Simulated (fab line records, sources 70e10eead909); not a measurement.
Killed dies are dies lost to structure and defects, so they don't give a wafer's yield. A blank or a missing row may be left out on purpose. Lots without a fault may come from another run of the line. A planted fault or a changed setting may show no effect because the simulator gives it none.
Which tool did it? | flow nand_harc | 12 lots, 36 wafers sampled, at 5 steps of a route of 1302

WHAT THE GAUGES READ, wafer by wafer
NHARC_THIN_TSV_CD_MEAS_12: target cd 1000 nm.
lot  | measured     | on        | cd_nm (nm)
L915 | day 25 11:29 | cd_sem-02 | 999.8 1001.0 1000.0
L914 | day 25 12:39 | cd_sem-02 | 1002.6 1001.2 1001.4
L916 | day 25 13:52 | cd_sem-02 | 1000.6 999.9 1002.0
L917 | day 25 14:56 | cd_sem-02 | 1000.1 1004.5 1003.9
L918 | day 25 16:08 | cd_sem-03 | 1001.6 1000.9 1002.7
L920 | day 25 17:28 | cd_sem-01 | 1000.7 1001.1 1002.0
L919 | day 26 23:43 | cd_sem-03 | 1004.8 1002.7 1004.1
L921 | day 27 18:11 | cd_sem-03 | 1003.9 1002.8 1001.8
L923 | day 27 22:40 | cd_sem-02 | 1001.7 1001.7 1001.8
L926 | day 28 14:01 | cd_sem-01 | 1001.8 1003.3 1002.0
L931 | day 30 14:49 | cd_sem-03 | 999.8 999.5 999.3
L937 | day 33 22:31 | cd_sem-01 | 1000.9 1001.3 1001.5

NHARC_END_SORT_01.
lot  | measured     | on        | defect_limited_yield (%) | killed_at_array | killed_at_other | killed_at_periphery | killed_dies | killed_open | killed_short | sort_bin_2_pct (%) | sort_bin_3_pct (%) | sort_bin_4_pct (%) | sort_n_pass | sort_rim_yield_pct (%) | sort_yield_pct (%)
L918 | day 27 16:31 | prober-01 | 93.9 92.8 90.0           | 38 46 64        | 0 0 1           | 3 3 3               | 41 49 68    | 1 5 7       | 4 1 4        | 1.9 2.7 3.2        | 0.1 0.9 0.7        | 4.0 3.7 6.1        | 636 628 609 | 94 94 94               | 93.9 92.8 90.0
L923 | day 28 17:25 | prober-02 | 80.6 91.0 90.4           | 127 58 63       | 0 0 0           | 4 3 2               | 131 61 65   | 4 6 4       | 2 2 3        | 6.8 4.0 3.2        | 5.2 0.3 1.0        | 7.4 4.7 5.3        | 546 616 612 | 70 88 86               | 80.6 91.0 90.4
L926 | day 29 05:12 | prober-01 | 89.2 80.8 88.0           | 69 126 75       | 0 0 0           | 4 4 6               | 73 130 81   | 3 3 6       | 1 2 4        | 5.0 8.0 4.0        | 1.2 5.8 0.4        | 4.6 5.5 7.5        | 604 547 596 | 94 79 91               | 89.2 80.8 88.0

WHICH TOOL RAN EACH LOT (tool, then ch and the chambers of the sampled wafers, then the start)
lot  | NHARC_A_M1_ETCH_28                 | NHARC_THIN_TSV_STRIP_45              | NHARC_THIN_TSV_STRIP_62
L915 | rie_diel-08 ch 0,2,3, day 23 06:07 | plasma_asher-01 ch 0,1, day 25 12:35 | plasma_asher-01 ch 0,1, day 25 14:11
L914 | rie_diel-08 ch 1,2,3, day 23 09:15 | plasma_asher-02 ch 0,1, day 25 13:50 | plasma_asher-01 ch 0,1, day 25 15:29
L916 | rie_diel-08 ch 0,2, day 24 08:56   | plasma_asher-01 ch 1, day 25 14:57   | plasma_asher-01 ch 0,1, day 25 16:29
L917 | rie_diel-13 ch 0,2,3, day 24 10:18 | plasma_asher-02 ch 0,1, day 25 15:58 | plasma_asher-01 ch 0,1, day 25 17:39
L918 | rie_diel-13 ch 0,1,2, day 24 14:58 | plasma_asher-02 ch 0,1, day 25 17:19 | plasma_asher-02 ch 0,1, day 25 18:53
L920 | rie_diel-08 ch 1,2, day 24 19:35   | plasma_asher-01 ch 0,1, day 25 18:34 | plasma_asher-02 ch 0,1, day 25 20:08
L919 | rie_diel-08 ch 1,2,3, day 26 04:49 | plasma_asher-01 ch 0,1, day 27 00:44 | plasma_asher-01 ch 0,1, day 27 02:20
L921 | rie_diel-13 ch 0,1,3, day 26 20:14 | plasma_asher-02 ch 0,1, day 27 19:13 | plasma_asher-01 ch 0,1, day 27 20:50
L923 | rie_diel-08 ch 2,3, day 27 02:41   | plasma_asher-01 ch 0,1, day 27 23:47 | plasma_asher-02 ch 0,1, day 28 01:18
L926 | rie_diel-08 ch 1,2,3, day 27 19:12 | plasma_asher-02 ch 0,1, day 28 15:04 | plasma_asher-02 ch 0,1, day 28 16:37
L931 | rie_diel-13 ch 1,2,3, day 29 18:02 | plasma_asher-02 ch 0,1, day 30 15:53 | plasma_asher-02 ch 0,1, day 30 17:25
L937 | rie_diel-13 ch 0,1,3, day 33 02:32 | plasma_asher-02 ch 0,1, day 33 23:44 | plasma_asher-01 ch 0,1, day 34 01:21
- NHARC_A_M1_ETCH_28: etches the open film in CF4/N2, target depth 30 nm, time 72.99 s.
- NHARC_THIN_TSV_STRIP_45: strips in O2.
- NHARC_THIN_TSV_STRIP_62: strips in N2/H2, time 20 s.

WHAT THE TOOLS THEMSELVES READ (means of the sampled wafers that have a number; where no wafer has one, the mark that the record gives instead)
NHARC_A_M1_ETCH_28.
lot  | tool        | drypump_motor_current_A (A) | oes_product_au (a.u.) | rf_vpp_V (V) | showerhead_plenum_p_Torr (Torr) | throttle_valve_pct (%)
L915 | rie_diel-08 | 6.0                         | 1.006                 | 313.3        | 2.62                            | 19.792
L914 | rie_diel-08 | 6.2                         | 1.004                 | 312.8        | 2.56                            | 19.788
L916 | rie_diel-08 | 5.7                         | 1.011                 | 314.7        | 2.63                            | 19.794
L917 | rie_diel-13 | 5.9                         | 0.991                 | 313.8        | 2.60                            | 19.799
L918 | rie_diel-13 | 5.8                         | 0.996                 | 313.1        | 2.57                            | 19.793
L920 | rie_diel-08 | 6.0                         | 0.993                 | 312.5        | 2.52                            | 19.789
L919 | rie_diel-08 | 6.3                         | 0.988                 | 313.9        | 2.56                            | 19.785
L921 | rie_diel-13 | 5.9                         | 0.997                 | 314.8        | 2.65                            | 19.797
L923 | rie_diel-08 | 6.0                         | 0.994                 | 313.2        | 2.56                            | 19.793
L926 | rie_diel-08 | 6.3                         | 0.994                 | 313.2        | 2.56                            | 19.800
L931 | rie_diel-13 | 5.8                         | 0.993                 | 312.6        | 2.60                            | 19.789
L937 | rie_diel-13 | 5.9                         | 1.003                 | 314.0        | 2.65                            | 19.799

NHARC_THIN_TSV_STRIP_45.
lot  | tool            | drypump_motor_current_A (A) | heater_power_w (W)
L915 | plasma_asher-01 | 5.1                         | 380
L914 | plasma_asher-02 | 5.9                         | 353
L916 | plasma_asher-01 | 5.1                         | 412
L917 | plasma_asher-02 | 6.3                         | 369
L918 | plasma_asher-02 | 5.9                         | 358
L920 | plasma_asher-01 | 5.0                         | 339
L919 | plasma_asher-01 | 5.1                         | 376
L921 | plasma_asher-02 | 5.9                         | 349
L923 | plasma_asher-01 | 5.1                         | 338
L926 | plasma_asher-02 | 5.9                         | 351
L931 | plasma_asher-02 | 6.3                         | 347
L937 | plasma_asher-02 | 6.0                         | 350

NHARC_THIN_TSV_STRIP_62.
lot  | tool            | drypump_motor_current_A (A) | heater_power_w (W)
L915 | plasma_asher-01 | 5.0                         | 340
L914 | plasma_asher-01 | 5.0                         | 339
L916 | plasma_asher-01 | 5.1                         | 375
L917 | plasma_asher-01 | 5.0                         | 342
L918 | plasma_asher-02 | 6.3                         | 371
L920 | plasma_asher-02 | 6.2                         | 366
L919 | plasma_asher-01 | 5.0                         | 342
L921 | plasma_asher-01 | 5.1                         | 381
L923 | plasma_asher-02 | 6.2                         | 350
L926 | plasma_asher-02 | 5.9                         | 345
L931 | plasma_asher-02 | 6.0                         | 347
L937 | plasma_asher-01 | 5.1                         | 367

THE ANSWER, worked out from the rows above alone
Rule: what is usual is taken from the lots themselves. Put in order of their means at a reading, lots are off if they are a third of the lots or fewer, leave a main group of 4 or more, and stand apart from it by a gap of 3 or more times the standard deviation of the main group's means; of several such gaps the widest counts. A main group whose means are all the same, to the digits that the tables above print for the reading, isn't used. A lot without any number at a reading at which 4 lots or more have one is off too. The other lots that the step has rows for count as sound. The gauges are gone through in route order, then the tools' own readings, and for those a lot's mean is taken as printed above. The first step at which some lot is off is used, and at that step the reading that is off furthest; a lot without a number counts as furthest.
No lot is off at any reading shown: from this, nothing can be told.

WHAT THE SIMULATOR HAD PUT IN
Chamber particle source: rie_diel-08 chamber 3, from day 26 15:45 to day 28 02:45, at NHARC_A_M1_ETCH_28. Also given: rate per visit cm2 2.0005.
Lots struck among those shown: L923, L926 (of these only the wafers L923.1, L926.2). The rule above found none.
